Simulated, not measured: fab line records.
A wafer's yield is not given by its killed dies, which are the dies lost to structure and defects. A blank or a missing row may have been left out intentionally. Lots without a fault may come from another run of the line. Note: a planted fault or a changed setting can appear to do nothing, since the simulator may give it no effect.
Chamber matching / flow nand harc / 3 sister chambers for NHARC_A_STAIRCASE_DEP_280 on pecvd-02
The step deposits SiON, target thk 30 nm. 3 wafers are shown with their chamber, then 12 later ones without.

WAFERS, EACH WITH ITS CHAMBER
wafer=L090.1; chamber=2; heater power w (W)=750
wafer=L090.3; chamber=0; heater power w (W)=636
wafer=L090.6; chamber=1; heater power w (W)=804

WAFERS MISSING THEIR CHAMBER
wafer=L094.1; heater power w (W)=761
wafer=L094.4; heater power w (W)=881
wafer=L094.5; heater power w (W)=559
wafer=L092.1; heater power w (W)=674
wafer=L092.2; heater power w (W)=701
wafer=L092.5; heater power w (W)=767
wafer=L095.2; heater power w (W)=648
wafer=L095.5; heater power w (W)=642
wafer=L095.6; heater power w (W)=827
wafer=L097.1; heater power w (W)=800
wafer=L097.4; heater power w (W)=644
wafer=L097.5; heater power w (W)=757

EACH ONE'S CHAMBER
wafer=L094.1; from the rows above=can't be placed: 2 or 1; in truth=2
wafer=L094.4; from the rows above=can't be placed: 1 or 2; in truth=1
wafer=L094.5; from the rows above=0; in truth=0
wafer=L092.1; from the rows above=can't be placed: 0 or 2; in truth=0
wafer=L092.2; from the rows above=can't be placed: 2 or 0 or 1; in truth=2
wafer=L092.5; from the rows above=can't be placed: 2 or 1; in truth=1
wafer=L095.2; from the rows above=0; in truth=0
wafer=L095.5; from the rows above=0; in truth=0
wafer=L095.6; from the rows above=can't be placed: 1 or 2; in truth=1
wafer=L097.1; from the rows above=can't be placed: 1 or 2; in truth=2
wafer=L097.4; from the rows above=0; in truth=0
wafer=L097.5; from the rows above=can't be placed: 2 or 1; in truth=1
Placed correctly: 4 of 12. Not placeable from these rows: 8 (in 8, the candidates include the true chamber). 0 placed wrongly.
How it was worked out, from the rows above alone: a wafer's distance from a chamber is the root of the sum, over the readings, of the square of ((its reading less the chamber's mean) divided by the reading's scatter). If the next closest chamber is less than 2 further off than the closest, the wafer can't be placed; otherwise it belongs to the closest. Each chamber's mean is taken over the wafers shown for it. The scatter: root of mean squared gap, hidden wafer to nearest shown wafer, with one shown wafer a chamber.
